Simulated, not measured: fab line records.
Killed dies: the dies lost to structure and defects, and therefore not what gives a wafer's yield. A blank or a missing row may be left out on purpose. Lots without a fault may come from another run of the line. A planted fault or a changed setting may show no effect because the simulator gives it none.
fab line records	flow n5Finfet
[record] lots = 7	wafers = 21
route steps=1938 shown HKMG_FIN@392 MOL_CONTACT_COAG@523
startH: the number of hours between the record's first day and the start of the first shown wafer of the lot	waitH: time in hours since the lot's previous step	" as in the row above	L1.1+2: one row covering several wafers at once	- either no value or no given start	* or withheld: withheld	< > ~ a bound
route shown NAME@n: a module of which the file shows steps, and the number in the route of the first	usual: mean/standard deviation of fault-free wafers	same: alike in all rows	chamber/n: place in a boat	sites: the reading at each site	_std_site: the standard deviation of these	_edge_site: outer sites' mean less inner sites'	radiusMm: for every site, how far away it sits from the centre of the wafer	mask NAME#n: copy n	behind: tool/chamber where the wafer was last shaped	hold: reason for holding the lot/hours on hold/outcome of the hold	device: whichever transistor did not switch (one of n, p or np)	end of line: tests run on the same wafers once the route is complete	step lacking rows: just its recipe	killed: count of dies lost to structure and defects at first sort (not the wafer's yield)	map: shows each die of a wafer: x if killed, . if not, _ if none is there
set.NAME: setting as actually run; set.NAME@STEP: the setting as run at that earlier step	model.NAME: the simulator's own value behind a step, which no gauge read
lots whose settings were changed on purpose; a table a step, a row a wafer
[[steps]]
[step N5_HKMG_FIN_COAT_43]
[recipe] resist = CAR-ArF	spinRpm = 1500	resistThkNm = 90
lot.wafer	tool	chamber	startH	waitH	set.spinRpm	model.CAR-ArF_of_HKMG_FIN_COAT_43.thkNm
L074.1	lithoTrack-05	0	-	-	1366	94.6
L074.3	"	0	"	"	1500	90
L074.5	"	0	"	"	1366	94.4
L075.3	lithoTrack-03	0	-	-	1500	90
L075.5+6	"	0	"	"	1500	89.8
L076.2+4+6	lithoTrack-03	0	-	-	1500	89.6
L077.1+2	lithoTrack-02	0	-	-	1500	90.2
L077.5	"	0	"	"	1433	92.6
L084.3	lithoTrack-02	0	-	-	1440	91.4
L084.4+5	"	0	"	"	1500	89.6
L086.1+3	lithoTrack-03	0	-	-	1382	94
L086.5	"	0	"	"	1500	89.8
L096.4	lithoTrack-03	0	-	-	1345	94.6
L096.5	"	0	"	"	1500	89.6
L096.6	"	0	"	"	1500	89.8
[step N5_HKMG_FIN_EBR_45]
[recipe] solvent = PGMEA	ebrWidthMm = 1.5
[step N5_HKMG_FIN_SOFTBAKE_44]
[recipe] tempC = 110	timeS = 60	resist = CAR-ArF
[step N5_HKMG_FIN_DESCUM_53]
[recipe] chemistry = O2	timeS = 7.9	sourcePowerW = 50	biasPowerW = 20	pressureMtorr = 20	rfFrequencyHz = 2.712e+07	tempC = 40	resist = CAR-ArF	o2FlowSccm = 225
lot.wafer	tool	chamber	startH	waitH	set.spinRpm@HKMG_FIN_COAT_43	model.CAR-ArF_of_HKMG_FIN_COAT_43.thkNm
L074.1	rieDiel-03	0	69.72	0.0	1366	88.2
L074.3	"	1	"	"	1500	83.4
L074.5	"	0	"	"	1366	88
L075.3	rieDiel-03	2	77.82	0.0	1500	83.4
L075.5+6	"	1,0	"	"	1500	83.2
L076.2+4+6	rieDiel-05	0,1,3	82.99	0.0	1500	83
L077.1	rieDiel-03	0	89.95	0.1	1500	83.8
L077.2	"	2	"	"	1500	83.6
L077.5	"	0	"	"	1433	86.2
L084.3	rieDiel-05	3	136.57	0.0	1440	85
L084.4+5	"	0	"	"	1500	83
L086.1+3	rieDiel-03	3,1	154.80	0.1	1382	87.4
L086.5	"	1	"	"	1500	83.2
L096.4	rieDiel-05	2	203.83	0.4	1345	88.2
L096.5+6	"	1,3	"	"	1500	83.2
[step N5_HKMG_FIN_ETCH_55]
[recipe] chemistry = N2/H2	target = SOC	targetDepthA = 2400	tempC = 40	timeS = 300	ionEnergyEv = 200	maskMaterial = SiARC	pressureMtorr = 30	sourceW = 840	biasW = 150	n2FlowSccm = 200	h2FlowSccm = 200
lot.wafer	tool	chamber	startH	waitH	set.timeS	model.HKMG_FIN.featureDepthNm	model.etch.depthNm	model.SiARC_of_HKMG_FIN_COAT_42.thkNm
L074.1	rieDiel-03	0	69.81	0.0	321.3	256.6	256.7	19.8
L074.3	"	1	"	"	300	244.6	244.6	21.2
L074.5	"	0	"	"	300	237.6	237.7	21
L075.3	rieDiel-03	2	77.91	0.0	300	244	243.9	20.6
L075.5	"	1	"	"	300	249.2	249.2	20.8
L075.6	"	0	"	"	300	241.6	241.6	20.4
L076.2	rieDiel-05	0	83.08	0.0	300	237.6	237.7	21.6
L076.4	"	1	"	"	300	242.6	242.6	21.2
L076.6	"	3	"	"	300	238.4	238.5	21.6
L077.1	rieDiel-03	0	90.04	0.0	300	238.6	238.6	20.8
L077.2	"	2	"	"	300	239.4	239.3	21
L077.5	"	0	"	"	300	236	236.1	21
L084.3	rieDiel-05	3	136.66	0.0	233.5	186	186	24.4
L084.4	"	0	"	"	300	235.2	235.1	21.6
L084.5	"	0	"	"	300	236.2	236.3	21.4
L086.1	rieDiel-03	3	154.89	0.0	277	224.4	224.4	22.2
L086.3	"	1	"	"	300	244.2	244.2	21.2
L086.5	"	1	"	"	300	243.8	243.9	21.2
L096.4	rieDiel-05	2	204.00	0.1	300	239.6	239.5	21.6
L096.5	"	1	"	"	300	233	232.9	22
L096.6	"	3	"	"	300	238	238.1	21.8
[step N5_MOL_CONTACT_COAG_EXPOSE_05]
[recipe] maskId = CA	na = 0.33	sourceShape = annular	sigmaInner = 0.4	sigmaOuter = 0.8	polarization = unpolarized	defocusNm = 0	doseMj = 38.25
lot.wafer	tool	chamber	startH	waitH	mask	set.doseMj
L074.1+3+5	euvScanner-02	0	84.83	-	CA#0	38.25
L075.3+5+6	euvScanner-02	0	93.39	-	CA#0	38.25
L076.2	euvScanner-02	0	99.48	-	CA#0	40.54
L076.4+6	"	0	"	"	CA#0	38.25
L077.1+5	euvScanner-02	0	107.09	-	CA#0	38.25
L077.2	"	0	"	"	CA#0	36.42
L084.3+4+5	euvScanner-01	0	152.03	-	CA#0	38.25
L086.1+3	euvScanner-02	0	172.99	-	CA#0	39.76
L086.5	"	0	"	"	CA#0	38.25
L096.4	euvScanner-02	0	219.42	-	CA#0	36.78
L096.5+6	"	0	"	"	CA#0	38.25
[step N5_MOL_CONTACT_COAG_PEB_06]
[recipe] pebTempC = 100	pebTimeS = 60	resist = CAR-EUV
[step N5_MOL_CONTACT_COAG_DEVELOP_07]
[recipe] developTimeS = 30	developer = TMAH	resist = CAR-EUV	rinseLiquid = surfactantRinse	dry = airSpin	devTempC = 23
[step N5_MOL_CONTACT_COAG_CD_MEAS_08]
[recipe] targetCdNm = 28	landingEnergyEv = 500	detector = seInlens	polarity = opening
[usual] cdNm = 28.04/0.28
lot.wafer	tool	chamber	startH	waitH	set.doseMj@MOL_CONTACT_COAG_EXPOSE_05	cdNm
L074.1	cdSem-01	0	84.96	-	38.25	27.58
L074.3	"	0	"	"	38.25	27.99
L074.5	"	0	"	"	38.25	28.52
L075.3	cdSem-01	0	93.51	-	38.25	28.17
L075.5	"	0	"	"	38.25	28.17
L075.6	"	0	"	"	38.25	28.12
L076.2	cdSem-02	0	99.60	-	40.54	29.53
L076.4	"	0	"	"	38.25	28.19
L076.6	"	0	"	"	38.25	28.01
L077.1	cdSem-02	0	107.22	-	38.25	28.29
L077.2	"	0	"	"	36.42	26.62
L077.5	"	0	"	"	38.25	28.25
L084.3	cdSem-02	0	152.15	-	38.25	27.78
L084.4	"	0	"	"	38.25	27.79
L084.5	"	0	"	"	38.25	28.21
L086.1	cdSem-03	0	173.12	-	39.76	28.42
L086.3	"	0	"	"	39.76	28.92
L086.5	"	0	"	"	38.25	28.32
L096.4	cdSem-03	0	219.53	-	36.78	27.31
L096.5	"	0	"	"	38.25	28.01
L096.6	"	0	"	"	38.25	27.98
[step N5_MOL_CONTACT_COAG_DESCUM_13]
[recipe] chemistry = O2	timeS = 7	sourcePowerW = 50	biasPowerW = 20	pressureMtorr = 20	rfFrequencyHz = 2.712e+07	tempC = 40	resist = CAR-EUV	o2FlowSccm = 225
[step N5_MOL_CONTACT_COAG_ETCH_59]
[recipe] chemistry = N2/H2	target = underlayer	targetDepthA = 130	maskMaterial = CAR-EUV	timeS = 10.4	ionEnergyEv = 200	pressureMtorr = 30	sourceW = 840	biasW = 150	n2FlowSccm = 200	h2FlowSccm = 200	ends = cleared
lot.wafer	tool	chamber	startH	waitH	set.doseMj@MOL_CONTACT_COAG_EXPOSE_05	model.MOL_CONTACT_COAG.cdOffsetNm
L074.1	rieDiel-05	0	85.29	0.0	38.25	-0.2
L074.3+5	"	2,1	"	"	38.25	0
L075.3	rieDiel-03	3	93.76	0.0	38.25	-0.2
L075.5	"	0	"	"	38.25	0.2
L075.6	"	3	"	"	38.25	0
L076.2	rieDiel-02	3	99.76	0.0	40.54	1.2
L076.4	"	2	"	"	38.25	-0.2
L076.6	"	2	"	"	38.25	0
L077.1+5	rieDiel-02	0,3	107.38	0.0	38.25	0.4
L077.2	"	1	"	"	36.42	-1
L084.3	rieDiel-02	0	152.30	0.0	38.25	0
L084.4	"	2	"	"	38.25	-0.4
L084.5	"	2	"	"	38.25	-0.2
L086.1	rieDiel-02	3	173.27	0.0	39.76	1
L086.3	"	2	"	"	39.76	0.8
L086.5	"	2	"	"	38.25	0
L096.4	rieDiel-05	2	220.04	0.0	36.78	-0.8
L096.5+6	"	3,1	"	"	38.25	0.2
[step N5_MOL_CONTACT_COAG_ETCH_105]
[recipe] chemistry = CF4	target = SiARC	targetDepthA = 156	maskMaterial = CAR-EUV	timeS = 26	ionEnergyEv = 80	pressureMtorr = 40	sourceW = 545	biasW = 36	Ar_flow_sccm = 100	cf4FlowSccm = 100	ends = cleared
lot.wafer	tool	chamber	startH	waitH	set.doseMj@MOL_CONTACT_COAG_EXPOSE_05	model.MOL_CONTACT_COAG.cdOffsetNm
L074.1+3+5	rieDiel-05	0,2,1	85.31	0.0	38.25	0
L075.3	rieDiel-03	3	93.78	0.0	38.25	-0.2
L075.5+6	"	0,3	"	"	38.25	0
L076.2	rieDiel-02	3	99.78	0.0	40.54	1.2
L076.4	"	2	"	"	38.25	-0.2
L076.6	"	2	"	"	38.25	0.2
L077.1	rieDiel-02	0	107.40	0.0	38.25	0.2
L077.2	"	1	"	"	36.42	-1
L077.5	"	3	"	"	38.25	0.4
L084.3	rieDiel-02	0	152.32	0.0	38.25	0
L084.4	"	2	"	"	38.25	-0.4
L084.5	"	2	"	"	38.25	-0.2
L086.1	rieDiel-02	3	173.29	0.0	39.76	1
L086.3	"	2	"	"	39.76	0.8
L086.5	"	2	"	"	38.25	0
L096.4	rieDiel-05	2	220.07	0.0	36.78	-0.8
L096.5	"	3	"	"	38.25	0.2
L096.6	"	1	"	"	38.25	0.4
[step N5_MOL_CONTACT_COAG_ETCH_106]
[recipe] chemistry = N2/H2	target = SOC	targetDepthA = 800	overetchA = 160	maskMaterial = SiARC	tempC = 40	timeS = 120	ionEnergyEv = 200	pressureMtorr = 30	sourceW = 840	biasW = 150	n2FlowSccm = 200	h2FlowSccm = 200
lot.wafer	tool	chamber	startH	waitH	set.doseMj@MOL_CONTACT_COAG_EXPOSE_05	model.MOL_CONTACT_COAG.cdOffsetNm
L074.1+3+5	rieDiel-05	0,2,1	85.34	0.0	38.25	0
L075.3	rieDiel-03	3	93.81	0.0	38.25	-0.4
L075.5+6	"	0,3	"	"	38.25	-0.2
L076.2	rieDiel-02	3	99.81	0.0	40.54	1
L076.4+6	"	2	"	"	38.25	0
L077.1	rieDiel-02	0	107.42	0.0	38.25	0
L077.2	"	1	"	"	36.42	-1
L077.5	"	3	"	"	38.25	0.2
L084.3	rieDiel-02	0	152.35	0.0	38.25	-0.2
L084.4	"	2	"	"	38.25	-0.6
L084.5	"	2	"	"	38.25	-0.4
L086.1	rieDiel-02	3	173.32	0.0	39.76	0.8
L086.3	"	2	"	"	39.76	0.6
L086.5	"	2	"	"	38.25	-0.2
L096.4	rieDiel-05	2	220.12	0.0	36.78	-0.6
L096.5	"	3	"	"	38.25	0.2
L096.6	"	1	"	"	38.25	0.4
[step N5_MOL_CONTACT_COAG_CONTACT_ETCH_14]
[recipe] chemistry = C4F6/O2	target = SiO2	targetDepthA = 275	overetchA = 85	maskMaterial = SOC	pressureMtorr = 30	sourceW = 370	biasW = 185	Ar_flow_sccm = 300	C4F6_flow_sccm = 16	O2_flow_sccm = 10	timeS = 20	ionEnergyEv = 259.6
lot.wafer	tool	chamber	startH	waitH	set.timeS	set.doseMj@MOL_CONTACT_COAG_EXPOSE_05	model.MOL_CONTACT_COAG.cdOffsetNm
L074.1+5	rieDiel-05	0,1	85.44	0.0	23.99	38.25	0
L074.3	"	2	"	"	20	38.25	0
L075.3	rieDiel-03	3	93.91	0.0	20	38.25	-0.4
L075.5+6	"	0,3	"	"	20	38.25	-0.2
L076.2	rieDiel-02	3	99.91	0.0	20	40.54	1.2
L076.4	"	2	"	"	17.86	38.25	0
L076.6	"	2	"	"	20	38.25	0
L077.1	rieDiel-02	0	107.52	0.0	20	38.25	0
L077.2	"	1	"	"	22.23	36.42	-1.2
L077.5	"	3	"	"	22.23	38.25	0.2
L084.3	rieDiel-02	0	152.45	0.0	20	38.25	-0.2
L084.4+5	"	2	"	"	17.29	38.25	-0.4
L086.1	rieDiel-02	3	173.42	0.0	20	39.76	0.8
L086.3	"	2	"	"	18.09	39.76	0.6
L086.5	"	2	"	"	18.09	38.25	-0.2
L096.4	rieDiel-05	2	220.20	0.0	18.85	36.78	-0.6
L096.5	"	3	"	"	20	38.25	0.2
L096.6	"	1	"	"	18.85	38.25	0.4
[step N5_MOL_CONTACT_COAG_STRIP_109]
[recipe] chemistry = C4F6/O2	resist = SiARC	rfFrequencyHz = 6e+07
[step N5_MOL_CONTACT_COAG_ETCH_15]
[recipe] chemistry = CH3F/O2	target = SiNx	targetDepthA = 70	maskMaterial = SOC	stopOn = Si:P	overEtchFrac = 0.75	ionEnergyEv = 120	pressureMtorr = 30	sourceW = 395	biasW = 73	Ar_flow_sccm = 150	CH3F_flow_sccm = 30	O2_flow_sccm = 20
lot.wafer	tool	chamber	startH	waitH	set.doseMj@MOL_CONTACT_COAG_EXPOSE_05	model.MOL_CONTACT_COAG.cdOffsetNm
L074.1	rieDiel-05	0	85.47	0.0	38.25	0.2
L074.3+5	"	2,1	"	"	38.25	0
L075.3+6	rieDiel-03	3	93.94	0.0	38.25	-0.4
L075.5	"	0	"	"	38.25	0
L076.2	rieDiel-02	3	99.94	0.0	40.54	1.2
L076.4+6	"	2	"	"	38.25	0.2
L077.1	rieDiel-02	0	107.56	0.0	38.25	0
L077.2	"	1	"	"	36.42	-1.2
L077.5	"	3	"	"	38.25	0.2
L084.3	rieDiel-02	0	152.49	0.0	38.25	-0.2
L084.4+5	"	2	"	"	38.25	-0.4
L086.1	rieDiel-02	3	173.46	0.0	39.76	0.8
L086.3	"	2	"	"	39.76	0.6
L086.5	"	2	"	"	38.25	-0.2
L096.4	rieDiel-05	2	220.25	0.0	36.78	-0.6
L096.5	"	3	"	"	38.25	0.2
L096.6	"	1	"	"	38.25	0.4
[step N5_MOL_CONTACT_COAG_EXPOSE_37]
[recipe] maskId = VD	na = 0.33	sourceShape = annular	sigmaInner = 0.3	sigmaOuter = 0.7	polarization = unpolarized	defocusNm = 0	doseMj = 62
lot.wafer	tool	chamber	startH	waitH	mask	set.doseMj
L074.1	euvScanner-01	0	102.96	-	VD#0	62
L074.3+5	"	0	"	"	VD#0	64.41
L075.3+5+6	euvScanner-01	0	104.27	-	VD#0	62
L076.2+4+6	euvScanner-02	0	111.63	-	VD#0	62
L077.1+2	euvScanner-01	0	121.92	-	VD#0	65.7
L077.5	"	0	"	"	VD#0	62
L084.3+5	euvScanner-02	0	166.37	-	VD#0	64.84
L084.4	"	0	"	"	VD#0	62
L086.1+5	euvScanner-02	0	191.77	-	VD#0	62
L086.3	"	0	"	"	VD#0	63.93
L096.4+5+6	euvScanner-01	0	230.62	-	VD#0	62
[step N5_MOL_CONTACT_COAG_PEB_38]
[recipe] pebTempC = 100	pebTimeS = 60	resist = CAR-EUV
[step N5_MOL_CONTACT_COAG_DEVELOP_39]
[recipe] developTimeS = 30	developer = TMAH	resist = CAR-EUV	rinseLiquid = surfactantRinse	dry = airSpin	devTempC = 23
[step N5_MOL_CONTACT_COAG_CD_MEAS_40]
[recipe] targetCdNm = 25.1	landingEnergyEv = 500	detector = seInlens	polarity = opening
[usual] cdNm = 25.05/0.24
lot.wafer	tool	chamber	startH	waitH	set.doseMj@MOL_CONTACT_COAG_EXPOSE_37	cdNm
L074.1	cdSem-02	0	103.10	-	62	24.77
L074.3	"	0	"	"	64.41	25.87
L074.5	"	0	"	"	64.41	25.59
L075.3	cdSem-01	0	104.40	-	62	24.84
L075.5	"	0	"	"	62	25.14
L075.6	"	0	"	"	62	25.12
L076.2	cdSem-02	0	111.77	-	62	24.89
L076.4	"	0	"	"	62	24.93
L076.6	"	0	"	"	62	25.24
L077.1	cdSem-01	0	122.07	-	65.7	26.68
L077.2	"	0	"	"	65.7	26.71
L077.5	"	0	"	"	62	25.49
L084.3	cdSem-01	0	166.50	-	64.84	25.75
L084.4	"	0	"	"	62	24.72
L084.5	"	0	"	"	64.84	25.95
L086.1	cdSem-02	0	191.91	-	62	24.90
L086.3	"	0	"	"	63.93	25.85
L086.5	"	0	"	"	62	25.35
L096.4	cdSem-02	0	230.74	-	62	24.65
L096.5	"	0	"	"	62	25.00
L096.6	"	0	"	"	62	25.01
[step N5_MOL_CONTACT_COAG_ALD_133]
[recipe] material = SiO2	targetThkA = 50	tempC = 100	aldPrecursorFamily = BDEAS	aldCoReactant = O2-plasma	pulseTimeS = 1	coReactantPulseTimeS = 1	purgeTimeS = 2	coReactantPurgeTimeS = 2	aldCycles = 35	pressureTorr = 2
lot.wafer	tool	chamber	startH	waitH	set.aldCycles	model.SiO2_of_MOL_CONTACT_COAG_ALD_133.thkNm
L074.1	aldSin-02	2	103.44	0.1	35	5
L074.3+5	"	1	"	"	29	4.2
L075.3+5+6	aldSin-03	0,0,1	104.97	0.4	35	5
L076.2+6	aldSin-03	3,2	112.52	0.2	29	4.2
L076.4	"	0	"	"	35	5
L077.1+2+5	aldSin-03	0,1,3	122.35	0.1	35	5
L084.3	aldSin-02	3	167.04	0.3	35	5
L084.4+5	"	1	"	"	40	5.8
L086.1+5	aldSin-03	3,2	192.30	0.2	35	5
L086.3	"	0	"	"	32	4.6
L096.4+5	aldSin-02	2	231.00	0.1	35	5
L096.6	"	1	"	"	30	4.4
[[key]]
[split] step = N5_HKMG_FIN_COAT_43	setting = spinRpm	stated = 1500	by = wafer
[response] step = N5_HKMG_FIN_COAT_43	reading = model.CAR-ArF_of_HKMG_FIN_COAT_43.thkNm	change = -0.499	per = 1%	r = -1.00
[response] step = N5_HKMG_FIN_DESCUM_53	reading = model.CAR-ArF_of_HKMG_FIN_COAT_43.thkNm	change = -0.513	per = 1%	r = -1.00
[split] step = N5_HKMG_FIN_ETCH_55	setting = timeS	stated = 300	by = wafer
[response] step = N5_HKMG_FIN_ETCH_55	reading = model.HKMG_FIN.featureDepthNm	change = +2.27	per = 1%	r = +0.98
[response] step = N5_HKMG_FIN_ETCH_55	reading = model.etch.depthNm	change = +2.27	per = 1%	r = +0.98
[response] step = N5_HKMG_FIN_ETCH_55	reading = model.SiARC_of_HKMG_FIN_COAT_42.thkNm	change = -0.135	per = 1%	r = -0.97
[split] step = N5_MOL_CONTACT_COAG_EXPOSE_05	setting = doseMj	stated = 38.25	by = wafer
[response] step = N5_MOL_CONTACT_COAG_CD_MEAS_08	reading = cdNm	change = +0.23	per = 1%	r = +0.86
[response] step = N5_MOL_CONTACT_COAG_ETCH_59	reading = model.MOL_CONTACT_COAG.cdOffsetNm	change = +0.246	per = 1%	r = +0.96
[response] step = N5_MOL_CONTACT_COAG_ETCH_105	reading = model.MOL_CONTACT_COAG.cdOffsetNm	change = +0.238	per = 1%	r = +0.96
[response] step = N5_MOL_CONTACT_COAG_ETCH_106	reading = model.MOL_CONTACT_COAG.cdOffsetNm	change = +0.205	per = 1%	r = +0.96
[response] step = N5_MOL_CONTACT_COAG_CONTACT_ETCH_14	reading = model.MOL_CONTACT_COAG.cdOffsetNm	change = +0.229	per = 1%	r = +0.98
[response] step = N5_MOL_CONTACT_COAG_ETCH_15	reading = model.MOL_CONTACT_COAG.cdOffsetNm	change = +0.216	per = 1%	r = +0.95
[split] step = N5_MOL_CONTACT_COAG_CONTACT_ETCH_14	setting = timeS	stated = 20	by = wafer
response none clear
[split] step = N5_MOL_CONTACT_COAG_EXPOSE_37	setting = doseMj	stated = 62	by = wafer
[response] step = N5_MOL_CONTACT_COAG_CD_MEAS_40	reading = cdNm	change = +0.225	per = 1%	r = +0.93
[split] step = N5_MOL_CONTACT_COAG_ALD_133	setting = aldCycles	stated = 35	by = wafer
[response] step = N5_MOL_CONTACT_COAG_ALD_133	reading = model.SiO2_of_MOL_CONTACT_COAG_ALD_133.thkNm	change = +0.0476	per = 1%	r = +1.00
